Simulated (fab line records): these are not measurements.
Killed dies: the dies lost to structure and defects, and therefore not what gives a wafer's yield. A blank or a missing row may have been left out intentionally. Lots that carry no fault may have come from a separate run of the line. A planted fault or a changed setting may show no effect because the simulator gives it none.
fab line records + flow n5Finfet
record:
- lots: 11
- wafers: 28
- lastDay: 16
route steps=1938 shown BEOL_M0@721 BEOL_M4@1111
lots that met no fault: from a run of the same line without faults
startH: the number of hours between the record's first day and the start of the first shown wafer of the lot + waitH: hours since the lot's step before + " the same as in the row above + L1.1+2: one row covering several wafers at once + - no value, or no start given + * or withheld: withheld + < > ~ a bound
route shown NAME@n: names a module that has steps shown in the file, with the first one's number in the route + usual: the fault-free wafers' mean and standard deviation + same: alike in all rows + chamber/n: place in a boat + sites: the reading at each site + _std_site: their standard deviation + _edge_site: mean of outer sites minus mean of inner sites + radiusMm: for every site, how far away it sits from the centre of the wafer + mask NAME#n: copy n + behind: the last tool/chamber to shape the wafer + hold: why the lot went on hold/how many hours it stayed there/how the hold came to an end + device: the transistor (n, p or np) that didn't switch + end of line: tests run on the same wafers once the route is complete + a step with no rows: only its recipe + killed: dies that structure and defects cost at the first sort, which is not the same as the wafer's yield + map: the dies of a wafer, with x for killed, . for not killed, _ for no die there
set.NAME: setting as actually run; set.NAME@STEP: the setting as run at that earlier step + model.NAME: the simulator's own value behind a step, which no gauge read
steps of the route over a sample of lots; a table a step, a row a wafer
services: when a tool's chamber went out of use (startH, in hours from the record's first day, below 0 if earlier), for how many hours, and the reason
== steps ==
step: N5_BEOL_M0_TRENCH_ETCH_107
recipe:
- chemistry: C4F6/O2
- targetDepthA: 328
- target: SiOC
- timeS: 16.4
- ionEnergyEv: 250
- pressureMtorr: 30
- sourceW: 355
- biasW: 185
- Ar_flow_sccm: 300
- C4F6_flow_sccm: 10
- O2_flow_sccm: 10
usual:
- drypumpMotorCurrentA: 5.6/0.42
- oesProductAu: 0.80/0.098
- rfVppV: 664/18
- showerheadPlenumPTorr: 2.84/0.066
- throttleValvePct: 20.91/0.16
| lot.wafer | tool       | chamber | startH | waitH | drypumpMotorCurrentA | oesProductAu | rfHoursCounterH | rfVppV | showerheadPlenumPTorr | throttleValvePct |
|-----------|------------|---------|--------|-------|----------------------|--------------|-----------------|--------|-----------------------|------------------|
| L713.1    | rieDiel-03 | 2       | 128.53 | 0.0   | 5.3                  | 0.70         | 213             | 676    | 2.90                  | 20.92            |
| L713.4    | "          | 3       | "      | "     | 5.5                  | 0.99         | 3               | 674    | 2.92                  | 20.87            |
| L715.2    | rieDiel-05 | 1       | 133.67 | 0.0   | 5.3                  | 1.00         | 0               | 638    | 2.93                  | 21.05            |
| L715.5    | "          | 2       | "      | "     | 5.3                  | 0.76         | -               | 657    | 2.85                  | 20.74            |
| L717.1    | rieDiel-04 | 1       | 146.72 | 0.0   | 5.3                  | 0.89         | 31              | 677    | 2.80                  | 21.07            |
| L717.2    | "          | 0       | "      | "     | 4.9                  | 0.86         | 61              | 678    | 2.89                  | 20.74            |
| L717.6    | "          | 0       | "      | "     | 4.8                  | 0.86         | -               | 676    | 2.89                  | 20.75            |
| L719.2    | rieDiel-04 | 1       | 152.51 | 0.0   | 5.3                  | 0.88         | 33              | 676    | 2.80                  | 21.08            |
| L719.3    | "          | 2       | "      | "     | 5.5                  | 0.91         | 20              | 657    | 2.76                  | 20.81            |
| L719.6    | "          | 0       | "      | "     | 4.8                  | 0.85         | -               | 677    | 2.89                  | 20.76            |
| L721.1    | rieDiel-04 | 0       | 166.38 | 0.0   | 4.8                  | 0.84         | 68              | 676    | 2.89                  | 20.76            |
| L721.3    | "          | 1       | "      | "     | 5.3                  | 0.86         | 39              | 675    | 2.80                  | 21.10            |
| L721.4    | "          | 2       | "      | "     | 5.5                  | 0.90         | 26              | 658    | 2.76                  | 20.83            |
| L723.2    | rieDiel-03 | 2       | 184.92 | 0.0   | 5.4                  | 0.69         | 236             | 677    | 2.89                  | 20.95            |
| L723.3    | "          | 1       | "      | "     | 6.4                  | 0.82         | 80              | 700    | 2.87                  | 20.83            |
| L723.6    | "          | 2       | "      | "     | 5.3                  | 0.68         | -               | 676    | 2.89                  | 20.94            |
| L724.3    | rieDiel-03 | 2       | 209.86 | 0.0   | 5.4                  | 0.68         | 246             | 676    | 2.88                  | 20.96            |
| L724.4    | "          | 0       | "      | "     | 5.8                  | 0.95         | 2               | 641    | 2.81                  | 20.67            |
| L730.1    | rieDiel-04 | 0       | 224.92 | 0.0   | 4.8                  | 0.82         | 91              | 678    | 2.88                  | 20.79            |
| L730.2    | "          | 2       | "      | "     | 5.5                  | 0.87         | 40              | 658    | 2.75                  | 20.84            |
| L730.6    | "          | 3       | "      | "     | 6.3                  | 0.69         | -               | 682    | 2.90                  | 20.90            |
| L729.4    | rieDiel-05 | 2       | 226.59 | 0.0   | 5.3                  | 0.73         | 131             | 657    | 2.84                  | 20.79            |
| L729.5    | "          | 0       | "      | "     | 6.0                  | 0.69         | -               | 647    | 2.69                  | 20.83            |
| L732.3    | rieDiel-03 | 3       | 233.90 | 0.0   | 5.5                  | 0.89         | 47              | 673    | 2.90                  | 20.93            |
| L732.4    | "          | 1       | "      | "     | 6.3                  | 0.80         | -               | 698    | 2.86                  | 20.87            |
| L733.2    | rieDiel-03 | 0       | 239.55 | 0.0   | 5.8                  | 0.91         | 15              | 641    | 2.81                  | 20.69            |
| L733.3    | "          | 3       | "      | "     | 5.4                  | 0.88         | 50              | 672    | 2.90                  | 20.95            |
| L733.5    | "          | 1       | "      | "     | 6.3                  | 0.79         | -               | 697    | 2.86                  | 20.86            |
step: N5_BEOL_M0_ALD_136
recipe:
- material: TaN
- targetThkA: *
- tempC: 275
- aldPrecursorFamily: PDMAT
- aldCoReactant: NH3
- pressureTorr: 3
- carrierFlowSccm: 1500
- pulseTimeS: 2
- purgeTimeS: 3
- coReactantPurgeTimeS: 2
- coReactantPulseTimeS: 3
- aldCycles: 30
- precursorVesselTempC: 75
- precursorVesselPressureTorr: 26.25
- precursorVesselCarrierSccm: 1000
usual:
- heaterPowerW: 415/21
- purgeTimeS: 3/0
| lot.wafer | tool        | chamber | startH | waitH | heaterPowerW | purgeTimeS |
|-----------|-------------|---------|--------|-------|--------------|------------|
| L713.1    | aldMetal-03 | 2       | 129.39 | 0.1   | 433          | 3          |
| L713.4    | "           | 3       | "      | "     | 451          | 3          |
| L715.2    | aldMetal-04 | 0       | 134.44 | 0.2   | 434          | 3          |
| L715.5    | "           | 3       | "      | "     | 443          | 3          |
| L717.1    | aldMetal-03 | 3       | 147.83 | 0.2   | 449          | 3          |
| L717.2    | "           | 0       | "      | "     | 416          | 3          |
| L717.6    | "           | 3       | "      | "     | 443          | 3          |
| L719.2    | aldMetal-03 | 3       | 153.08 | 0.0   | 456          | 3          |
| L719.3    | "           | 2       | "      | "     | 424          | 3          |
| L719.6    | "           | 0       | "      | "     | 419          | 3          |
| L721.1    | aldMetal-01 | 3       | 167.67 | 0.0   | 415          | 3          |
| L721.3    | "           | 1       | "      | "     | 406          | 3          |
| L721.4    | "           | 2       | "      | "     | 420          | 3          |
| L723.2    | aldMetal-03 | 2       | 185.67 | 0.3   | 422          | 2.8234     |
| L723.3    | "           | 1       | "      | "     | 417          | 3          |
| L723.6    | "           | 3       | "      | "     | 441          | 3          |
| L724.3    | aldMetal-03 | 0       | 211.39 | 0.1   | 407          | 3          |
| L724.4    | "           | 3       | "      | "     | 451          | 2.8234     |
| L730.1    | aldMetal-01 | 2       | 226.01 | 0.0   | 423          | 3          |
| L730.2    | "           | 0       | "      | "     | 391          | 3          |
| L730.6    | "           | 3       | "      | "     | 411          | 3          |
| L729.4    | aldMetal-01 | 1       | 227.09 | 0.0   | 413          | 3          |
| L729.5    | "           | 0       | "      | "     | 391          | 3          |
| L732.3    | aldMetal-01 | 0       | 234.65 | 0.1   | 391          | 3          |
| L732.4    | "           | 2       | "      | "     | 410          | 3          |
| L733.2    | aldMetal-01 | 0       | 240.41 | 0.0   | 388          | 3          |
| L733.3    | "           | 3       | "      | "     | 409          | 3          |
| L733.5    | "           | 0       | "      | "     | 391          | 3          |
step: N5_BEOL_M0_SPUTTER_132
recipe:
- material: Cu
- targetThkA: 40
- tempC: -20
- chamberPressurePa: 0.07
- powerW: withheld
- timeS: 7.37
usual:
- chuckGasFlowSccm: 1.26/0.051
- throttleValvePct: 29.8/0.89
| lot.wafer | tool          | chamber | startH | waitH | chuckGasFlowSccm | throttleValvePct |
|-----------|---------------|---------|--------|-------|------------------|------------------|
| L713.1    | pvdSputter-01 | -       | 130.15 | 0.0   | 1.24             | 28.1             |
| L713.4    | "             | -       | "      | "     | 1.41             | 28.9             |
| L715.2    | pvdSputter-02 | -       | 135.72 | 0.0   | 1.24             | 30.2             |
| L715.5    | "             | -       | "      | "     | 1.35             | 29.3             |
| L717.1    | pvdSputter-03 | -       | 148.56 | 0.0   | 1.20             | 30.2             |
| L717.2    | "             | -       | "      | "     | 1.22             | 29.2             |
| L717.6    | "             | -       | "      | "     | 1.25             | 29.3             |
| L719.2    | pvdSputter-01 | -       | 155.61 | 0.0   | 1.36             | 30.2             |
| L719.3    | "             | -       | "      | "     | 1.24             | 28.4             |
| L719.6    | "             | -       | "      | "     | 1.23             | 28.1             |
| L721.1    | pvdSputter-02 | -       | 168.38 | 0.0   | 1.24             | 30.0             |
| L721.3    | "             | -       | "      | "     | 1.31             | 29.6             |
| L721.4    | "             | -       | "      | "     | 1.29             | 30.9             |
| L723.2    | pvdSputter-01 | -       | 187.21 | 0.0   | 1.28             | 28.3             |
| L723.3    | "             | -       | "      | "     | 1.28             | 30.3             |
| L723.6    | "             | -       | "      | "     | 1.30             | 30.2             |
| L724.3    | pvdSputter-03 | -       | 212.00 | 0.0   | 1.27             | 30.4             |
| L724.4    | "             | -       | "      | "     | 1.22             | 28.9             |
| L730.1    | pvdSputter-03 | -       | 226.54 | 0.0   | 1.31             | 30.0             |
| L730.2    | "             | -       | "      | "     | 1.25             | 29.2             |
| L730.6    | "             | -       | "      | "     | 1.21             | 30.5             |
| L729.4    | pvdSputter-03 | -       | 227.61 | 0.0   | 1.21             | 30.1             |
| L729.5    | "             | -       | "      | "     | 1.22             | 31.8             |
| L732.3    | pvdSputter-01 | -       | 235.22 | 0.0   | 1.29             | 29.1             |
| L732.4    | "             | -       | "      | "     | 1.31             | 30.4             |
| L733.2    | pvdSputter-01 | -       | 242.00 | 0.0   | 1.24             | 28.1             |
| L733.3    | "             | -       | "      | "     | 1.26             | 29.1             |
| L733.5    | "             | -       | "      | "     | 1.29             | 28.4             |
step: N5_BEOL_M0_SPUTTER_134
recipe:
- material: Cu
- targetThkA: 40
- tempC: -20
- chamberPressurePa: 0.07
- powerW: withheld
- timeS: 7.37
usual:
- chuckGasFlowSccm: 1.26/0.059
- throttleValvePct: 29.8/0.88
| lot.wafer | tool          | chamber | startH | waitH | chuckGasFlowSccm | throttleValvePct |
|-----------|---------------|---------|--------|-------|------------------|------------------|
| L713.1    | pvdSputter-01 | -       | 130.27 | 0.0   | 1.26             | 28.1             |
| L713.4    | "             | -       | "      | "     | 1.31             | 29.0             |
| L715.2    | pvdSputter-02 | -       | 135.84 | 0.0   | 1.22             | 29.9             |
| L715.5    | "             | -       | "      | "     | 1.23             | 29.6             |
| L717.1    | pvdSputter-03 | -       | 148.68 | 0.0   | 1.26             | 30.3             |
| L717.2    | "             | -       | "      | "     | 1.18             | 29.2             |
| L717.6    | "             | -       | "      | "     | 1.25             | 29.0             |
| L719.2    | pvdSputter-01 | -       | 155.73 | 0.0   | 1.35             | 30.3             |
| L719.3    | "             | -       | "      | "     | 1.25             | 28.1             |
| L719.6    | "             | -       | "      | "     | 1.08             | 28.5             |
| L721.1    | pvdSputter-02 | -       | 168.50 | 0.0   | 1.35             | 30.3             |
| L721.3    | "             | -       | "      | "     | 1.29             | 29.4             |
| L721.4    | "             | -       | "      | "     | 1.22             | 31.0             |
| L723.2    | pvdSputter-01 | -       | 187.33 | 0.0   | 1.23             | 28.2             |
| L723.3    | "             | -       | "      | "     | 1.30             | 30.5             |
| L723.6    | "             | -       | "      | "     | 1.20             | 29.9             |
| L724.3    | pvdSputter-03 | -       | 212.12 | 0.0   | 1.30             | 30.6             |
| L724.4    | "             | -       | "      | "     | 1.21             | 29.3             |
| L730.1    | pvdSputter-03 | -       | 226.68 | 0.0   | 1.25             | 30.2             |
| L730.2    | "             | -       | "      | "     | 1.35             | 29.2             |
| L730.6    | "             | -       | "      | "     | 1.32             | 30.1             |
| L729.4    | pvdSputter-03 | -       | 227.74 | 0.0   | 1.27             | 30.3             |
| L729.5    | "             | -       | "      | "     | 1.35             | 31.7             |
| L732.3    | pvdSputter-01 | -       | 235.34 | 0.0   | 1.09             | 29.1             |
| L732.4    | "             | -       | "      | "     | 1.29             | 30.1             |
| L733.2    | pvdSputter-01 | -       | 242.12 | 0.0   | 1.18             | 28.2             |
| L733.3    | "             | -       | "      | "     | 1.26             | 29.1             |
| L733.5    | "             | -       | "      | "     | 1.18             | 28.2             |
step: N5_BEOL_M4_RC_MEAS_101
usual:
- DIBL_N: 36.0/2
- DIBL_P: 35.9/2.5
- IOFF_N: 0.16/0.038
- IOFF_P: 0.21/0.04
- ION_N: 675/14
- ION_P: 462/9.4
- SS_N: 71.5/0.75
- SS_P: 73.2/0.74
- VT_N: 250/3.9
- VT_P: -251/3.2
| lot.wafer | tool      | chamber | startH | waitH | DIBL_N[mV/V] | DIBL_P[mV/V] | IOFF_N[nA/um] | IOFF_P[nA/um] | ION_N[uA/um] | ION_P[uA/um] | SS_N[mV/dec] | SS_P[mV/dec] | VT_N[mV] | VT_P[mV] |
|-----------|-----------|---------|--------|-------|--------------|--------------|---------------|---------------|--------------|--------------|--------------|--------------|----------|----------|
| L713.1    | prober-01 | 0       | 166.62 | 0.0   | 37.7         | 35.8         | 0.20          | 0.20          | 667          | 455          | 72.2         | 72.8         | 249      | -252     |
| L713.4    | "         | 0       | "      | "     | 36.3         | 33.6         | 0.16          | 0.16          | 675          | 452          | 71.1         | 72.4         | 250      | -255     |
| L715.2    | prober-01 | 0       | 178.60 | 0.2   | 40.0         | 37.8         | 0.23          | 0.28          | 690          | 468          | 72.1         | 74.2         | 242      | -246     |
| L715.5    | "         | 0       | "      | "     | 32.6         | 30.3         | 0.12          | 0.18          | 679          | 474          | 69.8         | 72.2         | 249      | -251     |
| L717.1    | prober-01 | 0       | 197.12 | 0.0   | 37.3         | 37.2         | 0.17          | 0.19          | 664          | 446          | 72.3         | 73.7         | 251      | -255     |
| L717.2    | "         | 0       | "      | "     | 32.4         | 31.9         | 0.11          | 0.14          | 654          | 445          | 70.8         | 72.6         | 256      | -257     |
| L717.6    | "         | 0       | "      | "     | 38.7         | 39.4         | 0.20          | 0.25          | 670          | 459          | 71.8         | 74.5         | 246      | -251     |
| L719.2    | prober-02 | 0       | 200.00 | 0.2   | 32.5         | 32.2         | 0.11          | 0.16          | 679          | 473          | 69.6         | 71.7         | 256      | -251     |
| L719.3    | "         | 0       | "      | "     | 35.9         | 35.1         | 0.15          | 0.19          | 676          | 460          | 70.2         | 73.4         | 251      | -251     |
| L719.6    | "         | 0       | "      | "     | 35.7         | 35.0         | 0.15          | 0.18          | 675          | 464          | 70.1         | 72.7         | 251      | -249     |
| L721.1    | prober-02 | 0       | 212.35 | 0.0   | 35.6         | 34.3         | 0.16          | 0.23          | 701          | 483          | 71.3         | 72.8         | 243      | -245     |
| L721.3    | "         | 0       | "      | "     | 34.8         | 33.3         | 0.13          | 0.22          | 683          | 475          | 69.7         | 72.4         | 248      | -248     |
| L721.4    | "         | 0       | "      | "     | 35.3         | 34.1         | 0.14          | 0.23          | 686          | 472          | 70.6         | 72.8         | 248      | -247     |
| L723.2    | prober-02 | 0       | 229.39 | 0.2   | 37.3         | 37.4         | 0.20          | 0.21          | 690          | 468          | 71.9         | 73.3         | 244      | -249     |
| L723.3    | "         | 0       | "      | "     | 35.7         | 36.2         | 0.15          | 0.21          | 659          | 460          | 71.7         | 73.8         | 252      | -251     |
| L723.6    | "         | 0       | "      | "     | 36.6         | 37.1         | 0.18          | 0.20          | 673          | 457          | 71.1         | 72.8         | 246      | -251     |
| L724.3    | prober-02 | 0       | 249.77 | 0.3   | 34.7         | 34.8         | 0.13          | 0.16          | 661          | 446          | 70.9         | 72.7         | 250      | -254     |
| L724.4    | "         | 0       | "      | "     | 36.6         | 37.3         | 0.16          | 0.19          | 656          | 446          | 72.3         | 74.1         | 253      | -255     |
| L730.1    | prober-02 | 0       | 269.86 | 0.0   | 33.6         | 34.1         | 0.12          | 0.17          | 669          | 457          | 71.5         | 72.7         | 255      | -253     |
| L730.2    | "         | 0       | "      | "     | 35.3         | 36.7         | 0.14          | 0.20          | 647          | 447          | 71.2         | 72.7         | 251      | -249     |
| L730.6    | "         | 0       | "      | "     | 34.5         | 37.0         | 0.14          | 0.21          | 688          | 473          | 70.9         | 73.6         | 250      | -249     |
| L729.4    | prober-01 | 0       | 272.49 | 0.5   | 34.9         | 34.7         | 0.13          | 0.18          | 658          | 448          | 72.0         | 73.1         | 254      | -253     |
| L729.5    | "         | 0       | "      | "     | 39.8         | 40.8         | 0.25          | 0.29          | 683          | 465          | 72.4         | 74.8         | 242      | -246     |
| L732.3    | prober-01 | 0       | 273.98 | 0.3   | 33.9         | 30.5         | 0.13          | 0.16          | 653          | 444          | 70.8         | 72.2         | 252      | -256     |
| L732.4    | "         | 0       | "      | "     | 39.8         | 39.0         | 0.27          | 0.30          | 696          | 469          | 72.6         | 73.9         | 241      | -244     |
| L733.2    | prober-01 | 0       | 276.71 | 0.2   | 36.8         | 37.8         | 0.16          | 0.21          | 685          | 465          | 71.4         | 73.6         | 250      | -248     |
| L733.3    | "         | 0       | "      | "     | 31.9         | 32.6         | 0.09          | 0.15          | 660          | 463          | 70.5         | 71.4         | 258      | -256     |
| L733.5    | "         | 0       | "      | "     | 35.9         | 36.6         | 0.15          | 0.20          | 676          | 468          | 71.2         | 72.9         | 251      | -251     |
== services ==
| tool          | chamber | startH | hours | kind                        |
|---------------|---------|--------|-------|-----------------------------|
| rieDiel-05    | 1       | 114.63 | -     | clean                       |
| rieDiel-05    | 1       | 114.63 | -     | consumableReplace:focusRing |
| rieDiel-05    | 1       | 114.63 | 18.1  | scheduledDown               |
| rieDiel-05    | 1       | 114.63 | 18.1  | ventCycle                   |
| rieDiel-04    | 3       | 149.33 | 7.2   | repair                      |
| aldMetal-03   | -       | 165.29 | 2.8   | pm                          |
| pvdSputter-02 | -       | 166.21 | 1.9   | repair                      |
| rieDiel-04    | 2       | 169.75 | 12.7  | repair                      |
| rieDiel-03    | 0       | 180.04 | -     | clean                       |
| rieDiel-03    | 0       | 180.04 | -     | consumableReplace:focusRing |
| rieDiel-03    | 0       | 180.04 | 25.4  | scheduledDown               |
| rieDiel-03    | 0       | 180.04 | 25.4  | ventCycle                   |
| pvdSputter-03 | -       | 186.93 | 2.6   | repair                      |
| aldMetal-03   | -       | 189.49 | 0.4   | repair                      |
| rieDiel-04    | 2       | 205.62 | 6.8   | repair                      |
| aldMetal-03   | 3       | 215.15 | -     | calibration                 |
| rieDiel-03    | 2       | 222.26 | -     | clean                       |
| rieDiel-03    | 2       | 222.26 | -     | consumableReplace:focusRing |
| rieDiel-03    | 2       | 222.26 | 19.4  | scheduledDown               |
| rieDiel-03    | 2       | 222.26 | 19.4  | ventCycle                   |
| rieDiel-04    | 3       | 229.79 | -     | clean                       |
| rieDiel-04    | 3       | 229.79 | -     | consumableReplace:focusRing |
| rieDiel-04    | 3       | 229.79 | 18.8  | scheduledDown               |
| rieDiel-04    | 3       | 229.79 | 18.8  | ventCycle                   |
== key ==
firstSign:
- step: N5_BEOL_M0_ALD_136
- reading: purgeTimeS
- direction: down
- sigmas: 99+
- usual: *
- struck: *
effect none on later readings
metAt N5_BEOL_M0_ALD_136
struckLots L723,L724
struckWafers L723.2,L724.4
baselineLoss:
- step: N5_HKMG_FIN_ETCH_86
- wafers: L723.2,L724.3
notActingAt N5_BEOL_M0_TRENCH_ETCH_107,N5_BEOL_M0_SPUTTER_132,N5_BEOL_M0_SPUTTER_134
onsetBetween 153.08 185.67
fault:
- kind: processParameterDrift
- tool: aldMetal-03
- chamber: -
- onsetH: 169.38
- steps: N5_BEOL_M0_ALD_136
- channel: purgeTimeS
- offset: *
- shape: step
- endH: 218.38
- scope: struckWafersOnly
- actsIn: *
- stated: *
baselineLoss: these wafers lose ten dies or more at that step, a loss of the line's own and not of a fault; the sort's usual values leave them out
